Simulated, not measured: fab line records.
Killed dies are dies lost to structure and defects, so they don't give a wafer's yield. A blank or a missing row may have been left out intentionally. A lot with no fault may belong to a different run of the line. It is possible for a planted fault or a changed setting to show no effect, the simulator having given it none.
Matching of chambers :: flow n5Finfet :: N5_HKMG_FIN_HK_ALD_01 on aldHk-03: 4 sister chambers
The step deposits HfO2, target thk 1.6 nm, pulse time 3 s, purge time 3 s. 16 wafers are shown with their chamber, then 8 later ones without.

== WAFERS, EACH WITH ITS CHAMBER ==
wafer: L075.3
chamber: 3
precursorPulseHeightRel: 1.028

wafer: L075.4
chamber: 1
precursorPulseHeightRel: 1.009

wafer: L075.6
chamber: 2
precursorPulseHeightRel: 0.988

wafer: L076.1
chamber: 0
precursorPulseHeightRel: 0.997

wafer: L076.3
chamber: 2
precursorPulseHeightRel: 0.989

wafer: L076.6
chamber: 1
precursorPulseHeightRel: 0.965

wafer: L077.1
chamber: 2
precursorPulseHeightRel: 0.984

wafer: L077.3
chamber: 3
precursorPulseHeightRel: 1.006

wafer: L077.5
chamber: 1
precursorPulseHeightRel: 1.017

wafer: L078.2
chamber: 1
precursorPulseHeightRel: 1.005

wafer: L078.4
chamber: 0
precursorPulseHeightRel: 0.988

wafer: L078.5
chamber: 3
precursorPulseHeightRel: 0.969

wafer: L083.2
chamber: 0
precursorPulseHeightRel: 1.023

wafer: L083.4
chamber: 3
precursorPulseHeightRel: 0.998

wafer: L083.5
chamber: 0
precursorPulseHeightRel: 1.005

wafer: L086.1
chamber: 1
precursorPulseHeightRel: 0.996

SIGNATURES (means of the wafers above)
reading: precursorPulseHeightRel
chamber 0: 1.00325
chamber 1: 0.99840
chamber 2: 0.98700
chamber 3: 1.00025
scatter within a chamber: 0.0185
Rule: for a wafer and a chamber, the distance is found by dividing, reading by reading, the gap between the wafer's reading and the chamber's mean by the reading's scatter, squaring, summing and taking the root. If the next closest chamber is less than 2 further off than the closest, the wafer can't be placed; otherwise it belongs to the closest. How the scatter is found: for the shown wafers, subtract from each reading the mean of its chamber, square and add these, divide the total by (wafers less chambers), then take the root.

== WAFERS WITHOUT THEIR CHAMBER ==
wafer: L086.2
precursorPulseHeightRel: 0.974

wafer: L086.5
precursorPulseHeightRel: 1.016

wafer: L089.2
precursorPulseHeightRel: 0.978

wafer: L089.4
precursorPulseHeightRel: 0.992

wafer: L089.6
precursorPulseHeightRel: 0.968

wafer: L095.1
precursorPulseHeightRel: 0.967

wafer: L095.5
precursorPulseHeightRel: 1.033

wafer: L095.6
precursorPulseHeightRel: 0.997

== WHICH CHAMBER EACH WENT THROUGH ==
wafer: L086.2
from the rows above: can't be placed: 2 or 1 or 3 or 0
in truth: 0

wafer: L086.5
from the rows above: can't be placed: 0 or 3 or 1 or 2
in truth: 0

wafer: L089.2
from the rows above: can't be placed: 2 or 1 or 3 or 0
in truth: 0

wafer: L089.4
from the rows above: can't be placed: 2 or 1 or 3 or 0
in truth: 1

wafer: L089.6
from the rows above: can't be placed: 2 or 1 or 3 or 0
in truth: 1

wafer: L095.1
from the rows above: can't be placed: 2 or 1 or 3 or 0
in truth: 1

wafer: L095.5
from the rows above: can't be placed: 0 or 3 or 1 or 2
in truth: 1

wafer: L095.6
from the rows above: can't be placed: 1 or 3 or 0 or 2
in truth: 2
Placed correctly: 0 of 8. Can't be placed from these rows: 8 (the true chamber is among the candidates in 8). Wrongly placed: 0.
